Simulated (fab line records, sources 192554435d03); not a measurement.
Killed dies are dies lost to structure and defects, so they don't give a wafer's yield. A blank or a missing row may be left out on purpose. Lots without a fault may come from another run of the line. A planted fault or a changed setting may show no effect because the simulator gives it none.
Chamber matching | flow n5_finfet | N5_BEOL_M0_SAQP_HM_OPEN_112 on rie_diel-03: 4 sister chambers
The step chemistry CHF3/O2, target SiO2, stops on a-Si, target depth 12 nm, time 13.5 s. 8 wafers are shown with their chamber, then 7 later ones without.

WAFERS WITH THEIR CHAMBER
wafer  | chamber | drypump_motor_current_A (A) | throttle_valve_pct (%)
L075.4 | 0       | 5.2                         | 19.10
L092.3 | 1       | 5.9                         | 18.75
L092.5 | 2       | 5.4                         | 19.09
L095.3 | 3       | 4.8                         | 19.03
L095.4 | 1       | 6.0                         | 18.77
L095.5 | 2       | 5.4                         | 19.13
L096.3 | 0       | 5.2                         | 18.75
L096.4 | 3       | 4.8                         | 19.05

WAFERS WITHOUT THEIR CHAMBER
wafer  | drypump_motor_current_A (A) | throttle_valve_pct (%)
L096.5 | 5.4                         | 19.13
L097.1 | 5.4                         | 19.13
L097.2 | 5.2                         | 18.76
L097.3 | 4.7                         | 19.03
L097.4 | 5.9                         | 18.79
L097.5 | 4.7                         | 19.04
L097.6 | 5.4                         | 19.13

WHICH CHAMBER EACH WENT THROUGH
wafer  | from the rows above | in truth
L096.5 | 2                   | 2
L097.1 | 2                   | 2
L097.2 | 0                   | 0
L097.3 | 3                   | 3
L097.4 | 1                   | 1
L097.5 | 3                   | 3
L097.6 | 2                   | 2
Placed correctly: 7 of 7. Can't be placed from these rows: 0. Placed wrongly: 0.
How it was worked out, from the rows above alone: a wafer's distance from a chamber is the root of the sum, over the readings, of the square of ((its reading less the chamber's mean) divided by the reading's scatter). The wafer belongs to the nearest chamber; if the next one is less than 2 further off, it can't be placed. A chamber's mean is the mean of its shown wafers. The scatter: the root of (the sum of the squares of (reading less its chamber's mean) over the shown wafers, divided by (wafers less chambers)).
